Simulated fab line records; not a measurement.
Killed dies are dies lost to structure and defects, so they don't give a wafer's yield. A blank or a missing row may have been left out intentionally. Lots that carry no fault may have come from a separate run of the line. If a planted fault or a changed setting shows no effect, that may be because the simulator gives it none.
Tool commonality check | flow nandHarc | 3 lots, 7 wafers sampled

REASON FOR OPENING
Flagged at NHARC_END_SORT_01: reading killedAtPeriphery, on 2 of 3 lots. No-fault wafers: 3.7, standard deviation 2.5.
Rule: a lot is flagged in two cases, either no wafer of it has a number, or all its wafers with numbers fall more than 4 standard deviations from that mean. The rest of the lots are taken to be sound.

lot  | measured     | on        | killedAtPeriphery, wafer by wafer | flag
L572 | day 29 02:49 | prober-01 | 6                                 | 
L576 | day 30 09:46 | prober-02 | 613 635 625                       | FLAGGED
L577 | day 31 19:11 | prober-01 | 615 639 626                       | FLAGGED
The numbers of the flagged lots are 625.5 on average: +621.8 against the usual, or +99 or more standard deviations.

WHICH TOOL RAN EACH LOT
Before the reading, the record contains 2 process steps out of a 1302-step route. Each cell gives the tool, then ch followed by the chambers the sampled wafers passed through, then the start.
lot  | flag    | NHARC_P_ZERO_WELL_ETCH_65        | NHARC_P_ZERO_WELL_ETCH_62
L572 |         | rieDiel-07 ch 0,2, day 6 11:29   | rieDiel-07 ch 0,1, day 6 11:35
L576 | FLAGGED | rieDiel-01 ch 0,2,3, day 8 03:29 | rieDiel-01 ch 1,3, day 8 03:35
L577 | FLAGGED | rieDiel-07 ch 0,1,2, day 8 13:21 | rieDiel-07 ch 0,1,2, day 8 13:27
What the steps here do:
- NHARC_P_ZERO_WELL_ETCH_65: etches the open film in N2/H2, target depth 80 nm, overetch 24 nm, time 87.88 s.
- NHARC_P_ZERO_WELL_ETCH_62: etches the open film in CHF3/Ar, target depth 13 nm, time 6.5 s.
- NHARC_END_SORT_01

FLAGGED OVER TOTAL, TOOL BY TOOL (the gauges that took the reading come last)
step                      | tool       | lots run | flagged | share of the flagged lots | sound lots run after its first flagged lot
NHARC_P_ZERO_WELL_ETCH_65 | rieDiel-01 | 1        | 1       | some                      | 0
NHARC_P_ZERO_WELL_ETCH_65 | rieDiel-07 | 2        | 1       | some                      | 0
NHARC_P_ZERO_WELL_ETCH_62 | rieDiel-01 | 1        | 1       | some                      | 0
NHARC_P_ZERO_WELL_ETCH_62 | rieDiel-07 | 2        | 1       | some                      | 0
NHARC_END_SORT_01         | prober-01  | 2        | 1       | some                      | 0
NHARC_END_SORT_01         | prober-02  | 1        | 1       | some                      | 0

THE TABLE: WHAT IT ALLOWS
No row of the table ran every flagged lot.

WHAT THE SIMULATOR HAD PUT IN
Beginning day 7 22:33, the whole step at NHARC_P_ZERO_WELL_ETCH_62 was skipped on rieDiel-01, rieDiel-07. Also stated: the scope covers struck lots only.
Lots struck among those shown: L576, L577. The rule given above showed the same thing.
